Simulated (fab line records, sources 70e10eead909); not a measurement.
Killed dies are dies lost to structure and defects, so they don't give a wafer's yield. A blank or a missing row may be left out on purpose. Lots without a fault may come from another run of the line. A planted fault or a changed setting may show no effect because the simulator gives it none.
fab line records | flow nand_harc
record lots=10 wafers=30 last_day=34
route steps=1302 shown P_START@1 P_ZERO_WELL@46 P_STI@80
lots that met no fault: from a run of the same line without faults
start_h: hours from the record's first day to the start of the lot's first wafer shown | wait_h: hours since the lot's step before | " the same as in the row above | L1.1+2: a row that stands for several wafers | - no value, or no start given | * or withheld: withheld | < > ~ a bound
route shown NAME@n: a module of which the file shows steps, and the number in the route of the first | usual: mean/standard deviation of fault-free wafers | same: alike in all rows | chamber/n: place in a boat | sites: the reading at each site | _std_site: their standard deviation | _edge_site: outer sites' mean less inner sites' | radius_mm: how far each site lies from the wafer's centre | mask NAME#n: copy n | behind: the tool/chamber that last shaped the wafer | hold: why the lot was held/for how many hours/how that ended | device: the transistor (n, p or np) that didn't switch | end of line: the same wafers' tests at the end of the route | a step without rows: its recipe alone | killed: dies lost to structure and defects at the first sort, not the wafer's yield | map: a wafer's dies, x killed, . not, _ none there
set.NAME: the setting as run; set.NAME@STEP: as run at that earlier step | model.NAME: the simulator's own value behind a step, which no gauge read
steps of the route over a sample of lots; a table a step, a row a wafer
services: from which hour (start_h, from the record's first day; less than 0 if before it) a tool's chamber was out of use, for how many hours, and why
## steps
# step NHARC_P_START_INSPECT_01
# usual raw_defect_count=3.7/1.8
# columns lot.wafer tool chamber start_h wait_h raw_defect_count
L542.3 defect_inspect-01 - 40.05 - 2
L542.4 " - " " 3
L542.5 " - " " 6
L544.1 defect_inspect-02 - 60.04 - 4
L544.2 " - " " 6
L544.6 " - " " 2
L545.2 defect_inspect-02 - 70.04 - 5
L545.3 " - " " 6
L545.5 " - " " 4
L547.1 defect_inspect-02 - 90.04 - 4
L547.2 " - " " 2
L547.4 " - " " 7
L548.1 defect_inspect-01 - 100.04 - 3
L548.3 " - " " 5
L548.5 " - " " 6
L549.1 defect_inspect-01 - 110.04 - 6
L549.3 " - " " 1
L549.6 " - " " 2
L551.1 defect_inspect-02 - 130.03 - 1
L551.2 " - " " 2
L551.5 " - " " 5
L552.2 defect_inspect-01 - 140.04 - 3
L552.3 " - " " 5
L552.5 " - " " 4
L562.1 defect_inspect-01 - 240.04 - 4
L562.3 " - " " 4
L562.4 " - " " 4
L563.3 defect_inspect-01 - 250.04 - 8
L563.4 " - " " 4
L563.6 " - " " 5
# step NHARC_P_ZERO_WELL_DESCUM_39
# recipe time_s=3 o2_flow_sccm=200 ar_flow_sccm=0 bias_power_w=0 chemistry=O2
# usual chamber_pressure_mTorr=59.98/0.29 drypump_motor_current_A=5.9/0.34 oes_product_au=1.004/0.011 rf_vpp_V=57.7/0.95 showerhead_plenum_p_Torr=1.87/0.092 throttle_valve_pct=11.312/0.0091
# columns lot.wafer tool chamber start_h wait_h chamber_pressure_mTorr drypump_motor_current_A oes_product_au rf_hours_counter_h rf_vpp_V showerhead_plenum_p_Torr throttle_valve_pct
L542.3 rie_diel-13 0 44.39 - 59.99 5.6 0.995 17 56.4 1.84 11.313
L542.4 " 1 " " 59.98 6.6 1.002 18 57.2 2.07 11.306
L542.5 " 0 " " 59.99 5.6 0.996 - 58.0 1.84 11.305
L544.2 rie_diel-05 3 64.18 - 59.94 6.0 1.015 0 56.9 1.92 11.303
L544.1 " 0 " " 60.04 5.6 1.001 0 57.4 1.80 11.324
L544.6 " 2 " " 60.04 5.8 1.010 - 57.3 1.90 11.314
L545.3 rie_diel-08 3 74.47 - 60.00 5.2 1.001 18 57.3 1.95 11.311
L545.2 " 2 " " 60.02 6.0 1.016 17 56.8 1.80 11.314
L545.5 " 3 " " 59.98 5.2 1.002 - 58.2 1.95 11.314
L547.1 rie_diel-05 1 94.00 - 60.02 6.2 0.988 15 58.0 1.79 11.331
L547.2 " 2 " " 59.92 5.8 1.013 9 56.6 1.90 11.313
L547.4 " 3 " " 60.10 6.0 1.013 11 58.6 1.91 11.319
L548.3 rie_diel-05 2 104.27 - 60.03 5.8 1.005 14 57.0 1.90 11.303
L548.1 " 3 " " 59.87 6.0 1.011 14 58.3 1.91 11.328
L548.5 " 3 " " 59.94 6.0 1.005 - 58.6 1.91 11.307
L549.1 rie_diel-08 3 114.43 - 60.05 5.2 1.012 31 59.3 1.95 11.302
L549.3 " 2 " " 59.97 5.9 1.015 31 57.7 1.80 11.311
L549.6 " 3 " " 60.03 5.2 1.010 - 58.6 1.95 11.308
L551.2 rie_diel-08 3 134.42 - 60.02 5.2 1.001 35 59.0 1.95 11.315
L551.1 " 0 " " 59.98 5.9 1.008 36 58.0 1.90 11.310
L551.5 " 0 " " 59.99 5.9 1.020 - 58.0 1.90 11.315
L552.3 rie_diel-05 3 144.34 - 60.04 6.0 1.004 27 59.6 1.91 11.335
L552.2 " 1 " " 60.01 6.1 0.998 22 58.0 1.78 11.309
L552.5 " 0 " " 60.09 5.6 1.019 - 57.7 1.79 11.311
L562.4 rie_diel-08 1 244.23 - 60.00 6.3 0.998 10 58.6 2.07 11.321
L562.1 " 2 " " 59.98 5.9 1.009 19 56.9 1.78 11.303
L562.3 " 3 " " 59.91 5.1 1.008 19 57.6 1.93 11.331
L563.3 rie_diel-08 2 254.99 - 60.09 5.9 0.989 23 55.1 1.78 11.310
L563.4 " 1 " " 59.92 6.3 1.004 13 57.2 2.07 11.307
L563.6 " 2 " " 60.00 6.0 0.995 - 56.9 1.78 11.321
# step NHARC_P_STI_EXPOSE_06
# recipe na=0.55 target_cd_nm=200 dose_mj=37.69 mask_id=P_STI
# usual exposure_dose_mJ_cm2=37.65/0.038 stage_vel_mm_s=499.99/0.28
# same na=0.55
# columns lot.wafer tool chamber start_h wait_h mask exposure_dose_mJ_cm2 stage_vel_mm_s
L542.3 krf_scanner-02 0 64.85 - P_STI#0 37.64 499.94
L542.4 " 0 " " P_STI#0 37.64 499.78
L542.5 " 0 " " P_STI#0 37.68 499.84
L544.1 krf_scanner-04 0 84.50 - P_STI#0 37.60 499.79
L544.2 " 0 " " P_STI#0 37.62 499.95
L544.6 " 0 " " P_STI#0 37.57 499.95
L545.2 krf_scanner-04 0 96.65 - P_STI#0 37.69 499.78
L545.3 " 0 " " P_STI#0 37.66 499.58
L545.5 " 0 " " P_STI#0 37.68 499.92
L547.1 krf_scanner-04 0 111.40 - P_STI#0 37.71 500.44
L547.2 " 0 " " P_STI#0 37.72 500.29
L547.4 " 0 " " P_STI#0 37.62 500.16
L548.1 krf_scanner-04 0 124.22 - P_STI#0 37.59 500.09
L548.3 " 0 " " P_STI#0 37.70 500.49
L548.5 " 0 " " P_STI#0 37.68 500.17
L549.1 krf_scanner-02 0 134.17 - P_STI#0 37.66 500.52
L549.3 " 0 " " P_STI#0 37.67 500.09
L549.6 " 0 " " P_STI#0 37.65 499.88
L551.1 krf_scanner-02 0 154.73 - P_STI#0 37.72 499.74
L551.2 " 0 " " P_STI#0 37.69 499.78
L551.5 " 0 " " P_STI#0 37.61 499.90
L552.2 krf_scanner-03 0 163.83 - P_STI_R1#0 37.58 499.96
L552.3 " 0 " " P_STI_R1#0 37.58 500.16
L552.5 " 0 " " P_STI_R1#0 37.55 499.81
L562.1 krf_scanner-02 0 264.05 - P_STI#0 37.60 500.21
L562.3 " 0 " " P_STI#0 37.68 500.05
L562.4 " 0 " " P_STI#0 37.62 500.52
L563.3 krf_scanner-03 0 274.21 - P_STI#0 37.58 500.04
L563.4 " 0 " " P_STI#0 37.68 499.81
L563.6 " 0 " " P_STI#0 37.66 500.06
# step NHARC_P_STI_CD_MEAS_09
# recipe target_cd_nm=200 landing_energy_ev=500
# usual cd_nm=200.4/1.9
# columns lot.wafer tool chamber start_h wait_h cd_nm
L542.3 cd_sem-03 0 65.00 - 202.7
L542.4 " 0 " " 205.6
L542.5 " 0 " " 202.8
L544.1 cd_sem-02 0 84.65 - 202.3
L544.2 " 0 " " 201.8
L544.6 " 0 " " 199.4
L545.2 cd_sem-02 0 96.80 - 196.1
L545.3 " 0 " " 195.9
L545.5 " 0 " " 200.7
L547.1 cd_sem-03 0 111.55 - 202.4
L547.2 " 0 " " 203.7
L547.4 " 0 " " 198.5
L548.1 cd_sem-02 0 124.38 - 201.7
L548.3 " 0 " " 200.1
L548.5 " 0 " " 199.4
L549.1 cd_sem-01 0 134.32 - 198.9
L549.3 " 0 " " 200.3
L549.6 " 0 " " 200.4
L551.1 cd_sem-01 0 154.88 - 201.6
L551.2 " 0 " " 201.7
L551.5 " 0 " " 199.6
L552.2 cd_sem-02 0 163.98 - 187.2
L552.3 " 0 " " 188.1
L552.5 " 0 " " 185.3
L562.1 cd_sem-02 0 264.20 - 201.9
L562.3 " 0 " " 201.7
L562.4 " 0 " " 200.4
L563.3 cd_sem-01 0 274.35 - 199.1
L563.4 " 0 " " 201.9
L563.6 " 0 " " 200.6
# step NHARC_P_STI_ETCH_31
# recipe target_depth_a=1089 time_s=54.5 cf4_flow_sccm=100 chf3_flow_sccm=30 ar_flow_sccm=0 rf_w=500 bias_w=200 chemistry=CF4/CHF3
# usual chamber_pressure_mTorr=25.002/0.024 drypump_motor_current_A=5.8/0.53 oes_product_au=0.956/0.018 rf_vpp_V=370.9/2.2 showerhead_plenum_p_Torr=1.58/0.064 throttle_valve_pct=16.803/0.0092
# columns lot.wafer tool chamber start_h wait_h chamber_pressure_mTorr drypump_motor_current_A oes_product_au rf_hours_counter_h rf_vpp_V showerhead_plenum_p_Torr throttle_valve_pct
L542.4 rie_diel-09 2 - - 25.005 5.3 0.975 6 367.5 1.50 16.799
L542.3 " 1 " " 25.030 6.2 0.978 6 370.2 1.58 16.805
L542.5 " 3 " " 24.964 6.4 0.962 - 369.3 1.55 16.801
L544.2 rie_diel-10 1 - - 25.021 6.5 0.971 0 369.2 1.53 16.798
L544.1 " 3 " " 24.985 5.6 0.975 0 372.8 1.67 16.812
L544.6 " 1 " " 24.975 6.5 0.975 - 369.0 1.53 16.812
L545.3 rie_diel-01 3 - - 24.970 5.3 0.968 5 373.1 1.61 16.802
L545.2 " 0 " " 25.032 5.6 0.967 5 370.9 1.57 16.789
L545.5 " 3 " " 25.035 5.3 0.970 - 372.0 1.62 16.817
L547.4 rie_diel-10 0 - - 24.991 5.3 0.971 2 373.2 1.65 16.807
L547.2 " 1 " " 24.991 6.5 0.959 2 368.5 1.53 16.801
L547.1 " 3 " " 25.053 5.6 0.985 3 372.6 1.67 16.799
L548.3 rie_diel-09 1 - - 24.959 6.2 0.968 9 370.7 1.58 16.802
L548.1 " 2 " " 25.016 5.2 0.962 9 368.5 1.50 16.804
L548.5 " 2 " " 24.998 5.3 0.975 - 367.3 1.50 16.811
L549.3 rie_diel-09 2 - - 24.991 5.2 0.966 10 366.7 1.50 16.801
L549.1 " 3 " " 25.025 6.4 0.961 9 369.7 1.55 16.804
L549.6 " 3 " " 25.010 6.3 0.961 - 371.3 1.55 16.812
L551.1 rie_diel-01 0 - - 25.046 5.6 0.948 10 370.6 1.57 16.804
L551.2 " 1 " " 25.013 6.5 0.977 11 368.2 1.50 16.807
L551.5 " 0 " " 24.965 5.6 0.955 - 370.3 1.57 16.812
L552.2 rie_diel-09 2 - - 24.982 5.3 0.969 1 368.9 1.50 16.803
L552.3 " 3 " " 25.036 6.4 0.961 1 370.1 1.55 16.800
L552.5 " 2 " " 25.014 5.2 0.967 - 367.2 1.50 16.793
L562.1 rie_diel-01 3 - - 25.013 5.3 0.946 4 372.2 1.61 16.804
L562.4 " 0 " " 25.047 5.6 0.951 3 369.9 1.57 16.782
L562.3 " 1 " " 24.979 6.5 0.945 3 368.5 1.50 16.803
L563.4 rie_diel-01 2 - - 25.017 5.2 0.973 4 368.1 1.49 16.808
L563.3 " 3 " " 25.015 5.3 0.963 5 371.5 1.61 16.800
L563.6 " 0 " " 24.942 5.6 0.965 - 371.0 1.57 16.804
# step NHARC_P_STI_OCD_MEAS_17
# usual trench_depth_nm=300/3.7 trench_foot_cd_nm=158.3/1.9
# columns lot.wafer tool chamber start_h wait_h trench_depth_nm trench_foot_cd_nm
L542.3 ocd-02 - 65.78 0.1 301 160.4
L542.4 " - " " 300 163.4
L542.5 " - " " 307 160.3
L544.1 ocd-01 - 85.44 0.1 303 159.1
L544.2 " - " " 308 159.1
L544.6 " - " " 302 157.0
L545.2 ocd-02 - 97.64 0.1 300 153.5
L545.3 " - " " 310 152.5
L545.5 " - " " 301 158.5
L547.1 ocd-02 - 112.34 0.1 303 160.1
L547.2 " - " " 300 161.2
L547.4 " - " " 303 156.3
L548.1 ocd-01 - 125.16 0.1 298 159.6
L548.3 " - " " 298 158.9
L548.5 " - " " 300 157.7
L549.1 ocd-02 - 135.17 0.1 289 158.3
L549.3 " - " " 293 159.3
L549.6 " - " " 297 159.0
L551.1 ocd-01 - 155.67 0.1 299 160.3
L551.2 " - " " 304 158.8
L551.5 " - " " 303 156.7
L552.2 ocd-02 - 164.80 0.1 295 145.8
L552.3 " - " " 301 145.4
L552.5 " - " " 298 143.7
L562.1 ocd-02 - 264.99 0.1 293 160.3
L562.3 " - " " 294 160.2
L562.4 " - " " 299 158.8
L563.3 ocd-02 - 275.14 0.1 303 157.3
L563.4 " - " " 302 159.6
L563.6 " - " " 302 158.1
# step NHARC_P_STI_OCD_MEAS_43
# usual trench_depth_nm=300/3.7 trench_foot_cd_nm=158.4/1.9
# columns lot.wafer tool chamber start_h wait_h trench_depth_nm trench_foot_cd_nm
L542.3 ocd-01 - 66.29 - 302 160.3
L542.4 " - " " 300 164.1
L542.5 " - " " 307 160.2
L544.1 ocd-02 - 85.95 - 302 160.2
L544.2 " - " " 307 158.5
L544.6 " - " " 302 156.8
L545.2 ocd-01 - 98.15 - 301 154.1
L545.3 " - " " 311 152.0
L545.5 " - " " 300 158.3
L547.1 ocd-01 - 112.85 - 303 160.1
L547.2 " - " " 301 161.2
L547.4 " - " " 303 155.7
L548.1 ocd-02 - 125.68 - 297 159.2
L548.3 " - " " 298 158.9
L548.5 " - " " 300 157.5
L549.1 ocd-01 - 135.67 - 289 158.4
L549.3 " - " " 294 159.3
L549.6 " - " " 297 159.8
L551.1 ocd-02 - 156.19 - 299 160.3
L551.2 " - " " 304 158.4
L551.5 " - " " 303 157.5
L552.2 ocd-01 - 165.31 - 295 145.5
L552.3 " - " " 301 145.7
L552.5 " - " " 298 143.9
L562.1 ocd-01 - 265.49 - 294 160.4
L562.3 " - " " 294 160.4
L562.4 " - " " 298 158.7
L563.3 ocd-01 - 275.66 - 303 156.6
L563.4 " - " " 301 159.6
L563.6 " - " " 302 158.6
## services
# columns tool chamber start_h hours kind
rie_diel-09 3 20.76 8.2 repair
rie_diel-01 - 26.80 9.0 pm
rie_diel-09 3 36.84 3.9 repair
rie_diel-09 1 37.44 2.8 repair
rie_diel-05 0 52.76 2.9 repair
rie_diel-05 - 53.43 9.0 pm
rie_diel-09 2 54.81 5.0 repair
rie_diel-05 2 73.44 9.6 repair
krf_scanner-02 - 94.00 4.0 pm
rie_diel-01 1 94.73 6.9 repair
rie_diel-05 1 114.36 29.7 repair
rie_diel-05 3 124.12 2.1 repair
krf_scanner-02 - 128.81 3.4 repair
rie_diel-09 1 131.01 5.3 repair
rie_diel-09 - 143.10 9.0 pm
rie_diel-08 - 143.67 0.3 repair
rie_diel-05 3 144.93 132.0 repair
rie_diel-09 1 163.64 11.2 repair
rie_diel-09 3 180.94 5.6 repair
krf_scanner-04 - 185.33 4.0 pm
krf_scanner-04 - 189.52 0.4 repair
rie_diel-08 - 190.80 9.0 pm
rie_diel-09 1 194.87 19.0 repair
rie_diel-08 1 209.43 16.6 repair
## key
first_sign step=NHARC_P_STI_EXPOSE_06 reading=mask direction=changed
effect step=NHARC_P_STI_CD_MEAS_09 reading=cd_nm direction=down sigmas=7.2 usual=200.4 struck=186.9
effect step=NHARC_P_STI_OCD_MEAS_17 reading=trench_foot_cd_nm direction=down sigmas=7 usual=158.3 struck=145.0
effect step=NHARC_P_STI_OCD_MEAS_43 reading=trench_foot_cd_nm direction=down sigmas=6.9 usual=158.4 struck=145.0
met_at NHARC_P_STI_EXPOSE_06
struck_lots L552
tester_left_out L552
not_acting_at NHARC_P_START_INSPECT_01,NHARC_P_ZERO_WELL_DESCUM_39,NHARC_P_STI_ETCH_31
fault kind=wrong_mask tool=any chamber=- onset_h=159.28 steps=NHARC_P_STI_EXPOSE_06 aux_copy=P_STI_R1#0 cd_offset_nm=-14.388 scope=struck_lots_only
# tester_left_out: of these lots the tester's yield and bins aren't shown, on N5 and GAA mostly nor the transistor test; their killed dies are dies lost to structure and defects alone, not to doping, threshold or leakage, so they don't give the yield
